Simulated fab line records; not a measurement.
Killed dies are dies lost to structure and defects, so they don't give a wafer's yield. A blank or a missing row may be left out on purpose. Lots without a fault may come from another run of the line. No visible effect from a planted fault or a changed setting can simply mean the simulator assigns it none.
Which of the tools did it? | flow nandHarc | Sampling: 24 lots, 72 wafers, 6 of 1302 route steps

== WHAT THE GAUGES SHOWED, per wafer ==
The record holds no reading of a measuring or inspecting step that can be judged against a usual standard deviation.

== WHAT TOOL EACH LOT RAN ON (gives the tool, then ch and the chambers of the sampled wafers, and finally the start) ==
lot  | NHARC_P_M0_PVD_20                      | NHARC_P_M0_CMP_23             | NHARC_P_M2_ETCH_15                           | NHARC_P_M2_DEGAS_29         | NHARC_P_M2_PRE_CLEAN_32         | NHARC_P_BONDPAD_PVD_27
L074 | pvdSputter-01, day 6 11:49 or earlier  | cmp-01 ch 1,2,3, day 6 11:49  | rieDiel-05 ch 1,2,3, day 7 02:04 or earlier  | pvdSputter-03, day 7 02:04  | pecvd-01 ch 0,1,2, day 7 03:43  | pvdSputter-01, no start
L075 | pvdSputter-03, day 6 12:40 or earlier  | cmp-02 ch 0,2,3, day 6 12:40  | rieDiel-12 ch 1,2, day 7 03:42 or earlier    | pvdSputter-02, day 7 03:42  | pecvd-02 ch 0,2, day 7 05:22    | pvdSputter-01, no start
L076 | pvdSputter-02, day 7 02:46 or earlier  | cmp-04 ch 0,1,2, day 7 02:46  | rieDiel-13 ch 2,3, day 7 10:43 or earlier    | pvdSputter-03, day 7 10:43  | pecvd-04 ch 1,2, day 7 12:22    | pvdSputter-03, no start
L077 | pvdSputter-02, day 7 07:36 or earlier  | cmp-01 ch 1,3, day 7 07:36    | rieDiel-05 ch 0,1,2, day 7 15:01 or earlier  | pvdSputter-01, day 7 15:01  | pecvd-04 ch 0,1,2, day 7 16:40  | pvdSputter-03, no start
L078 | pvdSputter-01, day 7 20:51 or earlier  | cmp-01 ch 1,2,3, day 7 20:51  | rieDiel-05 ch 0,1,3, day 8 04:08 or earlier  | pvdSputter-01, day 8 04:08  | pecvd-02 ch 0,1,2, day 8 05:46  | pvdSputter-02, no start
L079 | pvdSputter-02, day 8 08:18 or earlier  | cmp-04 ch 0,1,3, day 8 08:18  | rieDiel-13 ch 1,2,3, day 8 15:41 or earlier  | pvdSputter-02, day 8 15:41  | pecvd-02 ch 0,1,2, day 8 17:19  | pvdSputter-02, no start
L080 | pvdSputter-02, day 8 17:53 or earlier  | cmp-02 ch 1,3, day 8 17:53    | rieDiel-12 ch 1,2,3, day 9 01:10 or earlier  | pvdSputter-03, day 9 01:10  | pecvd-01 ch 0,1,2, day 9 02:47  | pvdSputter-02, no start
L081 | pvdSputter-02, day 9 02:23 or earlier  | cmp-01 ch 2,3, day 9 02:23    | rieDiel-13 ch 0,2,3, day 9 13:25 or earlier  | pvdSputter-03, day 9 13:25  | pecvd-01 ch 1,2, day 9 15:05    | pvdSputter-01, no start
L082 | pvdSputter-02, day 9 19:19 or earlier  | cmp-02 ch 0,2,3, day 9 19:19  | rieDiel-13 ch 0,2,3, day 10 02:34 or earlier | pvdSputter-02, day 10 02:34 | pecvd-01 ch 0,1,2, day 10 04:11 | pvdSputter-01, no start
L083 | pvdSputter-02, day 9 23:19 or earlier  | cmp-02 ch 0,1,2, day 9 23:19  | rieDiel-13 ch 0,1, day 10 06:24 or earlier   | pvdSputter-03, day 10 06:24 | pecvd-02 ch 0,2, day 10 08:00   | pvdSputter-02, no start
L084 | pvdSputter-03, day 10 13:41 or earlier | cmp-04 ch 0,1,2, day 10 13:41 | rieDiel-12 ch 1,3, day 10 21:08 or earlier   | pvdSputter-01, day 10 21:08 | pecvd-04 ch 0,2, day 10 22:47   | pvdSputter-02, no start
L085 | pvdSputter-03, day 10 22:36 or earlier | cmp-01 ch 2,3, day 10 22:36   | rieDiel-12 ch 1,3, day 11 06:14 or earlier   | pvdSputter-02, day 11 06:14 | pecvd-04 ch 1,2, day 11 07:52   | pvdSputter-01, no start
L086 | pvdSputter-01, day 11 01:41 or earlier | cmp-02 ch 0,1,3, day 11 01:41 | rieDiel-13 ch 2,3, day 11 08:49 or earlier   | pvdSputter-02, day 11 08:49 | pecvd-04 ch 0,1, day 11 10:26   | pvdSputter-01, no start
L087 | pvdSputter-03, day 11 12:15 or earlier | cmp-01 ch 1,2,3, day 11 12:15 | rieDiel-12 ch 1,3, day 11 19:40 or earlier   | pvdSputter-01, day 11 19:40 | pecvd-02 ch 0,2, day 11 21:17   | pvdSputter-03, no start
L089 | pvdSputter-03, day 12 09:32 or earlier | cmp-04 ch 0,1,3, day 12 09:32 | rieDiel-12 ch 0,1,3, day 12 17:47 or earlier | pvdSputter-01, day 12 17:47 | pecvd-04 ch 0,1,2, day 12 19:25 | pvdSputter-03, no start
L088 | pvdSputter-01, day 12 09:49 or earlier | cmp-02 ch 1,3, day 12 09:49   | rieDiel-13 ch 1,3, day 12 19:09 or earlier   | pvdSputter-03, day 12 19:09 | pecvd-01 ch 0,1, day 12 20:47   | pvdSputter-01, no start
L090 | pvdSputter-03, day 13 04:49 or earlier | cmp-04 ch 1,2, day 13 04:49   | rieDiel-12 ch 1,2, day 13 12:10 or earlier   | pvdSputter-03, day 13 12:10 | pecvd-01 ch 1,2, day 13 13:47   | pvdSputter-03, no start
L091 | pvdSputter-02, day 13 05:39 or earlier | cmp-01 ch 0,1,3, day 13 05:39 | rieDiel-12 ch 0,1,3, day 13 12:55 or earlier | pvdSputter-03, day 13 12:55 | pecvd-01 ch 0,2, day 13 14:32   | pvdSputter-01, no start
L092 | pvdSputter-03, day 13 22:39 or earlier | cmp-02 ch 0,1,3, day 13 22:39 | rieDiel-12 ch 1,2,3, day 14 05:52 or earlier | pvdSputter-01, day 14 05:52 | pecvd-02 ch 1,2, day 14 07:28   | pvdSputter-03, no start
L093 | pvdSputter-01, day 14 03:31 or earlier | cmp-01 ch 0,2,3, day 14 03:31 | rieDiel-05 ch 0,1,2, day 14 10:45 or earlier | pvdSputter-01, day 14 10:45 | pecvd-01 ch 0,2, day 14 12:22   | pvdSputter-02, no start
L095 | pvdSputter-01, day 14 16:00 or earlier | cmp-01 ch 0,1,2, day 14 16:00 | rieDiel-13 ch 0,3, day 14 23:04 or earlier   | pvdSputter-02, day 14 23:04 | pecvd-02 ch 0,1,2, day 15 00:41 | pvdSputter-01, no start
L094 | pvdSputter-03, day 14 16:32 or earlier | cmp-04 ch 1,3, day 14 16:32   | rieDiel-12 ch 0,1,2, day 15 00:07 or earlier | pvdSputter-02, day 15 00:07 | pecvd-02 ch 0,1,2, day 15 01:45 | pvdSputter-02, no start
L096 | pvdSputter-01, day 15 05:58 or earlier | cmp-01 ch 0,1, day 15 05:58   | rieDiel-05 ch 0,1,3, day 15 12:59 or earlier | pvdSputter-01, day 15 12:59 | pecvd-02 ch 0,1, day 15 14:36   | pvdSputter-02, no start
L097 | pvdSputter-02, day 15 17:19 or earlier | cmp-01 ch 0,1,2, day 15 17:19 | rieDiel-12 ch 0,1,2, day 16 00:49 or earlier | pvdSputter-02, day 16 00:49 | pecvd-02 ch 0,1,2, day 16 02:27 | pvdSputter-02, no start
- NHARC_P_M0_PVD_20: deposits TaN, target thk 5 nm, time 8.06 s.
- NHARC_P_M0_CMP_23: polishes, t overpolish 20 s, target thk 117.54 nm.
- NHARC_P_M2_ETCH_15: etches the open film in C4F8/Ar, target depth 182.5 nm, time 91.2 s.
- NHARC_P_M2_DEGAS_29: time 60 s.
- NHARC_P_M2_PRE_CLEAN_32: time 12 s.
- NHARC_P_BONDPAD_PVD_27: deposits Cu, target thk 30 nm, time 20.49 s.

== WHAT THE TOOLS THEMSELVES READ (means of the sampled wafers that have a number; where no wafer has one, the mark that the record gives instead) ==
NHARC_P_M0_PVD_20.
lot  | tool          | throttleValvePct (%)
L074 | pvdSputter-01 | 30.1
L075 | pvdSputter-03 | 29.7
L076 | pvdSputter-02 | 30.6
L077 | pvdSputter-02 | 30.5
L078 | pvdSputter-01 | 30.1
L079 | pvdSputter-02 | 31.3
L080 | pvdSputter-02 | 30.7
L081 | pvdSputter-02 | 30.0
L082 | pvdSputter-02 | 31.3
L083 | pvdSputter-02 | 31.5
L084 | pvdSputter-03 | 29.8
L085 | pvdSputter-03 | 30.3
L086 | pvdSputter-01 | 30.8
L087 | pvdSputter-03 | 29.8
L089 | pvdSputter-03 | 30.4
L088 | pvdSputter-01 | 29.6
L090 | pvdSputter-03 | 30.3
L091 | pvdSputter-02 | 30.8
L092 | pvdSputter-03 | 30.3
L093 | pvdSputter-01 | 29.1
L095 | pvdSputter-01 | 28.6
L094 | pvdSputter-03 | 29.8
L096 | pvdSputter-01 | 29.9
L097 | pvdSputter-02 | 31.6

NHARC_P_M0_CMP_23.
lot  | tool   | motorCurrentA (A) | timeToEndpointS (s)
L074 | cmp-01 | 12.0              | 28.4
L075 | cmp-02 | 12.8              | 32.0
L076 | cmp-04 | 13.2              | 27.8
L077 | cmp-01 | 11.1              | 31.4
L078 | cmp-01 | 12.2              | 28.9
L079 | cmp-04 | 13.0              | 28.7
L080 | cmp-02 | 11.9              | 26.9
L081 | cmp-01 | 11.5              | 27.8
L082 | cmp-02 | 12.2              | 27.8
L083 | cmp-02 | 11.9              | 29.2
L084 | cmp-04 | 12.7              | 29.6
L085 | cmp-01 | 11.5              | 27.2
L086 | cmp-02 | 11.6              | 30.2
L087 | cmp-01 | 11.7              | 29.5
L089 | cmp-04 | 12.8              | 24.8
L088 | cmp-02 | 12.3              | 28.9
L090 | cmp-04 | 12.0              | 26.8
L091 | cmp-01 | 11.8              | 29.2
L092 | cmp-02 | 11.5              | 26.6
L093 | cmp-01 | 11.8              | 28.8
L095 | cmp-01 | 13.0              | 28.0
L094 | cmp-04 | 12.5              | 28.8
L096 | cmp-01 | 12.7              | 28.0
L097 | cmp-01 | 12.8              | 30.2

NHARC_P_M2_ETCH_15.
lot  | tool       | oesProductAu (a.u.) | rfVppV (V)
L074 | rieDiel-05 | 0.956               | 440.9
L075 | rieDiel-12 | 0.963               | 437.5
L076 | rieDiel-13 | 0.972               | 439.4
L077 | rieDiel-05 | 0.921               | 442.6
L078 | rieDiel-05 | 0.920               | 443.5
L079 | rieDiel-13 | 0.962               | 438.8
L080 | rieDiel-12 | 0.930               | 439.0
L081 | rieDiel-13 | 0.968               | 439.7
L082 | rieDiel-13 | 0.965               | 439.7
L083 | rieDiel-13 | 0.967               | 438.1
L084 | rieDiel-12 | 0.921               | 438.6
L085 | rieDiel-12 | 0.926               | 440.5
L086 | rieDiel-13 | 0.940               | 438.7
L087 | rieDiel-12 | 0.927               | 439.7
L089 | rieDiel-12 | 0.972               | 439.5
L088 | rieDiel-13 | 0.962               | 438.3
L090 | rieDiel-12 | 0.923               | 438.8
L091 | rieDiel-12 | 0.932               | 439.3
L092 | rieDiel-12 | 0.926               | 438.3
L093 | rieDiel-05 | 0.926               | 443.1
L095 | rieDiel-13 | 0.968               | 438.5
L094 | rieDiel-12 | 0.922               | 438.0
L096 | rieDiel-05 | 0.918               | 442.2
L097 | rieDiel-12 | 0.923               | 438.6

NHARC_P_M2_DEGAS_29.
lot  | tool          | heaterPowerW (W)
L074 | pvdSputter-03 | 314
L075 | pvdSputter-02 | 335
L076 | pvdSputter-03 | 352
L077 | pvdSputter-01 | 334
L078 | pvdSputter-01 | 346
L079 | pvdSputter-02 | 342
L080 | pvdSputter-03 | 327
L081 | pvdSputter-03 | 291
L082 | pvdSputter-02 | 331
L083 | pvdSputter-03 | 325
L084 | pvdSputter-01 | 379
L085 | pvdSputter-02 | 319
L086 | pvdSputter-02 | 329
L087 | pvdSputter-01 | 341
L089 | pvdSputter-01 | 347
L088 | pvdSputter-03 | 337
L090 | pvdSputter-03 | 330
L091 | pvdSputter-03 | 318
L092 | pvdSputter-01 | 346
L093 | pvdSputter-01 | 353
L095 | pvdSputter-02 | 336
L094 | pvdSputter-02 | 312
L096 | pvdSputter-01 | 345
L097 | pvdSputter-02 | 330

NHARC_P_M2_PRE_CLEAN_32.
lot  | tool     | heaterPowerW (W)
L074 | pecvd-01 | 654
L075 | pecvd-02 | 598
L076 | pecvd-04 | 649
L077 | pecvd-04 | 687
L078 | pecvd-02 | 578
L079 | pecvd-02 | 560
L080 | pecvd-01 | 587
L081 | pecvd-01 | 624
L082 | pecvd-01 | 617
L083 | pecvd-02 | 556
L084 | pecvd-04 | 659
L085 | pecvd-04 | 721
L086 | pecvd-04 | 713
L087 | pecvd-02 | 556
L089 | pecvd-04 | 660
L088 | pecvd-01 | 658
L090 | pecvd-01 | 596
L091 | pecvd-01 | 644
L092 | pecvd-02 | 586
L093 | pecvd-01 | 646
L095 | pecvd-02 | 614
L094 | pecvd-02 | 614
L096 | pecvd-02 | 548
L097 | pecvd-02 | 575

NHARC_P_BONDPAD_PVD_27.
lot  | tool          | throttleValvePct (%)
L074 | pvdSputter-01 | 30.1
L075 | pvdSputter-01 | 30.2
L076 | pvdSputter-03 | 29.8
L077 | pvdSputter-03 | 29.9
L078 | pvdSputter-02 | 31.4
L079 | pvdSputter-02 | 30.7
L080 | pvdSputter-02 | 29.8
L081 | pvdSputter-01 | 29.5
L082 | pvdSputter-01 | 30.0
L083 | pvdSputter-02 | 30.4
L084 | pvdSputter-02 | 30.5
L085 | pvdSputter-01 | 30.3
L086 | pvdSputter-01 | 29.1
L087 | pvdSputter-03 | 29.7
L089 | pvdSputter-03 | 29.8
L088 | pvdSputter-01 | 29.7
L090 | pvdSputter-03 | 30.3
L091 | pvdSputter-01 | 29.7
L092 | pvdSputter-03 | 30.2
L093 | pvdSputter-02 | 30.8
L095 | pvdSputter-01 | 29.2
L094 | pvdSputter-02 | 31.5
L096 | pvdSputter-02 | 31.6
L097 | pvdSputter-02 | 31.0

== THE ANSWER, worked out from the rows above alone ==
Rule: usual is defined by the lots themselves. The widest of any qualifying gaps counts: lots, ordered by their means at a reading, are off when they make up no more than a third of the lots, leave a main group of 4 or more, and stand apart from it by 3 or more times the standard deviation of that group's means. The tables above print the reading to a certain number of digits; a main group whose means all agree to those digits is not used. Also off: a lot with no number at a reading for which 4 or more lots have one. Any other lot the step has rows for is counted as sound. After the gauges, taken in route order, come the tools' own readings; for these a lot's mean is taken, as printed above. The first step at which some lot is off is used, and at that step the reading that is off furthest; a lot without a number counts as furthest.
No lot is off on any of the readings shown, so nothing can be concluded from this.

== WHAT THE SIMULATOR PUT IN ==
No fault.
